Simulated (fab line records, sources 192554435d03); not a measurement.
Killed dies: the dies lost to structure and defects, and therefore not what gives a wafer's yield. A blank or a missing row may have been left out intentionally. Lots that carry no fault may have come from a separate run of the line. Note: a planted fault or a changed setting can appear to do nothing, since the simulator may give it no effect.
What tool caused it? -- flow n5-finfet -- 24 lots, 72 wafers sampled, at 6 steps of a route of 1938

## WHAT EACH GAUGE READ, for each wafer
The record holds no reading of a measuring or inspecting step that can be judged against a usual standard deviation.

## EACH LOT AND THE TOOL THAT RAN IT (in order: tool; ch and the chambers of the sampled wafers; start)
lot,N5_BEOL_M2_DEP_57,N5_BEOL_M3_SURFACE_TREAT_85,N5_BEOL_M3_SPUTTER_48,N5_BEOL_M3_ANNEAL_82,N5_BEOL_M3_ANNEAL_89,N5_BEOL_M3_SPUTTER_90
L074,"pecvd-04 ch 0,2, day 7 00:39","pvd-sputter-02, day 7 04:31","pvd-sputter-02, day 7 04:46","pvd-sputter-02, day 7 05:17","pvd-sputter-02, day 7 05:43","pvd-sputter-02, day 7 05:52"
L075,"pecvd-04 ch 0,1, day 7 08:10","pvd-sputter-02, day 7 17:22","pvd-sputter-01, day 7 17:36","pvd-sputter-01, day 7 18:07","pvd-sputter-01, day 7 18:34","pvd-sputter-01, day 7 18:42"
L076,"pecvd-01 ch 0,2, day 8 05:22","pvd-sputter-01, day 8 12:42","pvd-sputter-02, day 8 13:06","pvd-sputter-02, day 8 13:37","pvd-sputter-02, day 8 14:04","pvd-sputter-02, day 8 14:12"
L077,"pecvd-01 ch 1,2, day 8 08:31","pvd-sputter-01, day 8 16:08","pvd-sputter-01, day 8 16:27","pvd-sputter-01, day 8 16:58","pvd-sputter-01, day 8 17:25","pvd-sputter-01, day 8 17:33"
L078,"pecvd-01 ch 0,1, day 8 08:46","pvd-sputter-02, day 8 17:13","pvd-sputter-01, day 8 18:17","pvd-sputter-01, day 8 18:49","pvd-sputter-01, day 8 19:15","pvd-sputter-01, day 8 19:23"
L079,"pecvd-04 ch 0,1,2, day 8 11:22","pvd-sputter-03, day 8 21:14","pvd-sputter-03, day 8 23:17","pvd-sputter-03, day 8 23:49","pvd-sputter-03, day 9 00:15","pvd-sputter-03, day 9 00:23"
L080,"pecvd-04 ch 0,1,2, day 8 11:46","pvd-sputter-02, day 8 17:05","pvd-sputter-02, day 8 17:22","pvd-sputter-02, day 8 17:53","pvd-sputter-02, day 8 18:19","pvd-sputter-02, day 8 18:28"
L081,"pecvd-04 ch 0,2, day 8 19:40","pvd-sputter-02, day 9 01:04","pvd-sputter-03, day 9 01:20","pvd-sputter-03, day 9 01:51","pvd-sputter-03, day 9 02:17","pvd-sputter-03, day 9 02:26"
L082,"pecvd-04 ch 1,2, day 8 23:36","pvd-sputter-03, day 9 04:38","pvd-sputter-03, day 9 05:10","pvd-sputter-03, day 9 05:41","pvd-sputter-03, day 9 06:07","pvd-sputter-03, day 9 06:16"
L083,"pecvd-03 ch 0,1,2, day 9 00:14","pvd-sputter-03, day 9 04:41","pvd-sputter-01, day 9 05:01","pvd-sputter-01, day 9 05:32","pvd-sputter-01, day 9 05:58","pvd-sputter-01, day 9 06:07"
L084,"pecvd-04 ch 0,1,2, day 9 13:32","pvd-sputter-02, day 9 21:54","pvd-sputter-02, day 9 22:11","pvd-sputter-02, day 9 22:42","pvd-sputter-02, day 9 23:08","pvd-sputter-02, day 9 23:17"
L085,"pecvd-01 ch 0,1, day 9 20:05","pvd-sputter-03, day 10 02:56","pvd-sputter-02, day 10 03:59","pvd-sputter-02, day 10 04:31","pvd-sputter-02, day 10 04:57","pvd-sputter-02, day 10 05:05"
L086,"pecvd-04 ch 0,2, day 10 10:13","pvd-sputter-03, day 10 18:23","pvd-sputter-02, day 10 19:05","pvd-sputter-02, day 10 19:37","pvd-sputter-02, day 10 20:03","pvd-sputter-02, day 10 20:11"
L087,"pecvd-03 ch 0,1, day 10 12:42","pvd-sputter-02, day 10 19:03","pvd-sputter-01, day 10 20:14","pvd-sputter-01, day 10 20:46","pvd-sputter-01, day 10 21:12","pvd-sputter-01, day 10 21:20"
L088,"pecvd-03 ch 0,1,2, day 10 13:05","pvd-sputter-02, day 10 21:36","pvd-sputter-03, day 10 21:52","pvd-sputter-03, day 10 22:23","pvd-sputter-03, day 10 22:49","pvd-sputter-03, day 10 22:58"
L089,"pecvd-03 ch 0,1, day 10 21:09","pvd-sputter-03, day 11 03:23","pvd-sputter-03, day 11 03:44","pvd-sputter-03, day 11 04:19","pvd-sputter-03, day 11 04:47","pvd-sputter-03, day 11 04:56"
L091,"pecvd-04 ch 0,1,2, day 11 06:13","pvd-sputter-02, day 11 09:55","pvd-sputter-02, day 11 10:13","pvd-sputter-02, day 11 10:44","pvd-sputter-02, day 11 11:10","pvd-sputter-02, day 11 11:19"
L090,"pecvd-03 ch 0,1, day 11 06:46","pvd-sputter-01, day 11 11:11","pvd-sputter-03, day 11 11:41","pvd-sputter-03, day 11 12:12","pvd-sputter-03, day 11 12:38","pvd-sputter-03, day 11 12:47"
L092,"pecvd-01 ch 0,2, day 11 11:32","pvd-sputter-02, day 11 17:55","pvd-sputter-02, day 11 19:55","pvd-sputter-02, day 11 20:26","pvd-sputter-02, day 11 20:53","pvd-sputter-02, day 11 21:01"
L093,"pecvd-03 ch 1,2, day 11 17:42","pvd-sputter-02, day 12 12:09","pvd-sputter-03, day 12 12:26","pvd-sputter-03, day 12 12:57","pvd-sputter-03, day 12 13:23","pvd-sputter-03, day 12 13:32"
L095,"pecvd-03 ch 0,2, day 12 07:58","pvd-sputter-03, day 12 16:41","pvd-sputter-01, day 12 16:56","pvd-sputter-01, day 12 17:27","pvd-sputter-01, day 12 17:53","pvd-sputter-01, day 12 18:02"
L096,"pecvd-03 ch 0,2, day 12 16:25","pvd-sputter-01, day 13 04:13","pvd-sputter-01, day 13 04:30","pvd-sputter-01, day 13 05:01","pvd-sputter-01, day 13 05:28","pvd-sputter-01, day 13 05:36"
L094,"pecvd-04 ch 0,1,2, day 12 17:02","pvd-sputter-03, day 13 03:26","pvd-sputter-03, day 13 03:39","pvd-sputter-03, day 13 04:10","pvd-sputter-03, day 13 04:37","pvd-sputter-03, day 13 04:45"
L097,"pecvd-03 ch 0,1,2, day 12 19:42","pvd-sputter-01, day 13 06:54","pvd-sputter-03, day 13 07:13","pvd-sputter-03, day 13 07:44","pvd-sputter-03, day 13 08:10","pvd-sputter-03, day 13 08:19"
- N5_BEOL_M2_DEP_57: deposits SiCN from 3MS/NH3, target thk 8 nm, time 14 s.
- N5_BEOL_M3_SURFACE_TREAT_85
- N5_BEOL_M3_SPUTTER_48: material Cu, target thk 4.5 nm, time 8.29 s.
- N5_BEOL_M3_ANNEAL_82: time 240 s.
- N5_BEOL_M3_ANNEAL_89: time 240 s.
- N5_BEOL_M3_SPUTTER_90: material Cu, target thk 4.5 nm, time 8.29 s.

## WHAT THE TOOLS THEMSELVES READ (means of the sampled wafers that have a number; where no wafer has one, the mark that the record gives instead)
N5_BEOL_M2_DEP_57. Usual: showerhead-plenum-p-Torr 3.659 Torr, standard deviation 0.013; throttle-valve-pct 9.0 %, standard deviation 0.38.
lot,tool,showerhead-plenum-p-Torr (Torr),throttle-valve-pct (%),flag
L074,pecvd-04,3.648,9.0,
L075,pecvd-04,3.652,8.8,
L076,pecvd-01,3.671,8.9,
L077,pecvd-01,3.666,8.8,
L078,pecvd-01,3.657,9.2,
L079,pecvd-04,3.655,9.2,
L080,pecvd-04,3.650,9.1,
L081,pecvd-04,3.646,9.2,
L082,pecvd-04,3.641,8.7,
L083,pecvd-03,3.671,9.0,
L084,pecvd-04,3.648,9.1,
L085,pecvd-01,3.651,9.0,
L086,pecvd-04,3.647,9.2,
L087,pecvd-03,3.659,9.2,
L088,pecvd-03,3.670,9.0,
L089,pecvd-03,3.660,9.3,
L091,pecvd-04,3.652,9.1,
L090,pecvd-03,3.662,9.5,
L092,pecvd-01,3.671,9.0,
L093,pecvd-03,3.671,8.7,
L095,pecvd-03,3.668,9.1,
L096,pecvd-03,3.679,8.8,
L094,pecvd-04,3.651,9.1,
L097,pecvd-03,3.668,8.9,

N5_BEOL_M3_SPUTTER_48. Usual: throttle-valve-pct reads 30.0 % (standard deviation 1.5).
lot,tool,throttle-valve-pct (%),flag
L074,pvd-sputter-02,29.8,
L075,pvd-sputter-01,29.8,
L076,pvd-sputter-02,31.0,
L077,pvd-sputter-01,29.7,
L078,pvd-sputter-01,30.1,
L079,pvd-sputter-03,29.4,
L080,pvd-sputter-02,29.4,
L081,pvd-sputter-03,31.3,
L082,pvd-sputter-03,31.2,
L083,pvd-sputter-01,30.1,
L084,pvd-sputter-02,32.0,
L085,pvd-sputter-02,31.4,
L086,pvd-sputter-02,31.0,
L087,pvd-sputter-01,29.8,
L088,pvd-sputter-03,29.5,
L089,pvd-sputter-03,29.3,
L091,pvd-sputter-02,31.2,
L090,pvd-sputter-03,29.1,
L092,pvd-sputter-02,30.0,
L093,pvd-sputter-03,29.3,
L095,pvd-sputter-01,29.9,
L096,pvd-sputter-01,30.1,
L094,pvd-sputter-03,28.1,
L097,pvd-sputter-03,29.9,

N5_BEOL_M3_ANNEAL_82. Usual: heater-power-w reads 792 W (standard deviation 81).
lot,tool,heater-power-w (W),flag
L074,pvd-sputter-02,926,
L075,pvd-sputter-01,800,
L076,pvd-sputter-02,805,
L077,pvd-sputter-01,788,
L078,pvd-sputter-01,777,
L079,pvd-sputter-03,833,
L080,pvd-sputter-02,864,
L081,pvd-sputter-03,803,
L082,pvd-sputter-03,807,
L083,pvd-sputter-01,788,
L084,pvd-sputter-02,688,
L085,pvd-sputter-02,762,
L086,pvd-sputter-02,810,
L087,pvd-sputter-01,792,
L088,pvd-sputter-03,781,
L089,pvd-sputter-03,801,
L091,pvd-sputter-02,697,
L090,pvd-sputter-03,763,
L092,pvd-sputter-02,816,
L093,pvd-sputter-03,775,
L095,pvd-sputter-01,765,
L096,pvd-sputter-01,798,
L094,pvd-sputter-03,785,
L097,pvd-sputter-03,814,

N5_BEOL_M3_ANNEAL_89. Usual: heater-power-w reads 792 W (standard deviation 80).
lot,tool,heater-power-w (W),flag
L074,pvd-sputter-02,921,
L075,pvd-sputter-01,794,
L076,pvd-sputter-02,817,
L077,pvd-sputter-01,783,
L078,pvd-sputter-01,772,
L079,pvd-sputter-03,825,
L080,pvd-sputter-02,864,
L081,pvd-sputter-03,805,
L082,pvd-sputter-03,807,
L083,pvd-sputter-01,783,
L084,pvd-sputter-02,695,
L085,pvd-sputter-02,763,
L086,pvd-sputter-02,813,
L087,pvd-sputter-01,811,
L088,pvd-sputter-03,792,
L089,pvd-sputter-03,809,
L091,pvd-sputter-02,701,
L090,pvd-sputter-03,758,
L092,pvd-sputter-02,822,
L093,pvd-sputter-03,785,
L095,pvd-sputter-01,773,
L096,pvd-sputter-01,797,
L094,pvd-sputter-03,773,
L097,pvd-sputter-03,812,

N5_BEOL_M3_SPUTTER_90. Usual: throttle-valve-pct reads 30.0 % (standard deviation 1.4).
lot,tool,throttle-valve-pct (%),flag
L074,pvd-sputter-02,29.6,
L075,pvd-sputter-01,29.9,
L076,pvd-sputter-02,30.9,
L077,pvd-sputter-01,29.6,
L078,pvd-sputter-01,30.2,
L079,pvd-sputter-03,29.4,
L080,pvd-sputter-02,29.6,
L081,pvd-sputter-03,31.2,
L082,pvd-sputter-03,31.1,
L083,pvd-sputter-01,29.9,
L084,pvd-sputter-02,32.1,
L085,pvd-sputter-02,31.5,
L086,pvd-sputter-02,30.8,
L087,pvd-sputter-01,29.7,
L088,pvd-sputter-03,29.3,
L089,pvd-sputter-03,29.1,
L091,pvd-sputter-02,31.3,
L090,pvd-sputter-03,29.0,
L092,pvd-sputter-02,30.0,
L093,pvd-sputter-03,29.3,
L095,pvd-sputter-01,29.8,
L096,pvd-sputter-01,30.0,
L094,pvd-sputter-03,28.0,
L097,pvd-sputter-03,30.0,

## THE ANSWER, worked out from the rows above alone
Rule: a lot is off if the mean of its wafers that have a number lies more than 3 standard deviations from the usual mean. Also off: a lot with no number at a reading for which 4 or more lots have one. The other lots that the step has rows for count as sound. First the gauges in route order, then the tools' own readings, where a lot's mean is used as printed above. The first step at which some lot is off is used, and at that step the reading that is off furthest; a lot without a number counts as furthest.
None of the lots is off at any reading shown; this tells nothing.

## WHAT HAD BEEN PUT IN BY THE SIMULATOR
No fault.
